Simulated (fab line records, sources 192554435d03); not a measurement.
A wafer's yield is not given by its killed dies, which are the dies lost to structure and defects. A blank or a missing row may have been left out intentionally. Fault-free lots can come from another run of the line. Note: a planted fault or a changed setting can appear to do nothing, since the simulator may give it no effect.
Chamber matching + flow n5 finfet + N5_MOL_CONTACT_COAG_ETCH_106 on rie diel-01 has 4 sister chambers
The step etches SOC in N2/H2, target depth 80 nm, overetch 16 nm, time 120 s. 16 wafers are shown with their chamber, then 8 later ones without.

== WAFERS, EACH WITH ITS CHAMBER ==
| wafer  | chamber | drypump motor current A (A) | showerhead plenum p Torr (Torr) | throttle valve pct (%) |
|--------|---------|-----------------------------|---------------------------------|------------------------|
| L075.2 | 2       | 4.9                         | 2.44                            | 17.86                  |
| L075.3 | 3       | 5.1                         | 2.50                            | 17.44                  |
| L075.5 | 0       | 6.8                         | 2.54                            | 17.73                  |
| L077.1 | 1       | 6.1                         | 2.69                            | 17.88                  |
| L077.2 | 2       | 4.9                         | 2.44                            | 17.88                  |
| L077.5 | 3       | 5.1                         | 2.50                            | 17.44                  |
| L080.1 | 0       | 6.8                         | 2.53                            | 17.72                  |
| L080.3 | 2       | 4.9                         | 2.44                            | 17.89                  |
| L080.4 | 3       | 5.1                         | 2.49                            | 17.47                  |
| L082.1 | 3       | 5.1                         | 2.49                            | 17.46                  |
| L082.5 | 3       | 5.1                         | 2.49                            | 17.48                  |
| L082.6 | 2       | 4.9                         | 2.44                            | 17.90                  |
| L084.1 | 1       | 6.2                         | 2.69                            | 17.90                  |
| L084.3 | 2       | 4.9                         | 2.43                            | 17.90                  |
| L084.6 | 2       | 4.9                         | 2.43                            | 17.90                  |
| L085.1 | 2       | 4.9                         | 2.43                            | 17.90                  |

SIGNATURES, as means of the wafers listed above
| reading                  | chamber 0 | chamber 1 | chamber 2 | chamber 3 | scatter within a chamber |
|--------------------------|-----------|-----------|-----------|-----------|--------------------------|
| drypump motor current A  | 6.800     | 6.150     | 4.900     | 5.100     | 0.0204                   |
| showerhead plenum p Torr | 2.5350    | 2.6900    | 2.4357    | 2.4940    | 0.00533                  |
| throttle valve pct       | 17.7250   | 17.8900   | 17.8900   | 17.4580   | 0.0156                   |
Rule: a wafer lies at a distance from a chamber equal to the root of the sum of squares, over the readings, of (its reading less the chamber's mean, divided by the reading's scatter). If the next closest chamber is less than 2 further off than the closest, the wafer can't be placed; otherwise it belongs to the closest. The scatter: take each reading less its chamber's mean, square it, sum over the shown wafers, divide by the number of wafers less the number of chambers, and take the root.

== WAFERS WITH NO CHAMBER GIVEN ==
| wafer  | drypump motor current A (A) | showerhead plenum p Torr (Torr) | throttle valve pct (%) |
|--------|-----------------------------|---------------------------------|------------------------|
| L085.3 | 5.1                         | 2.49                            | 17.48                  |
| L085.6 | 6.8                         | 2.53                            | 17.77                  |
| L086.3 | 6.2                         | 2.68                            | 17.90                  |
| L086.4 | 4.9                         | 2.43                            | 17.91                  |
| L086.5 | 4.9                         | 2.43                            | 17.91                  |
| L096.2 | 4.9                         | 2.42                            | 17.96                  |
| L096.4 | 6.2                         | 2.67                            | 17.94                  |
| L096.6 | 6.8                         | 2.52                            | 17.81                  |

== THE CHAMBER EACH PASSED THROUGH ==
| wafer  | from the rows above | in truth |
|--------|---------------------|----------|
| L085.3 | 3                   | 3        |
| L085.6 | 0                   | 0        |
| L086.3 | 1                   | 1        |
| L086.4 | 2                   | 2        |
| L086.5 | 2                   | 2        |
| L096.2 | 2                   | 2        |
| L096.4 | 1                   | 1        |
| L096.6 | 0                   | 0        |
Correctly placed: 8 of 8. Left unplaced by these rows: 0. Wrongly placed: 0.
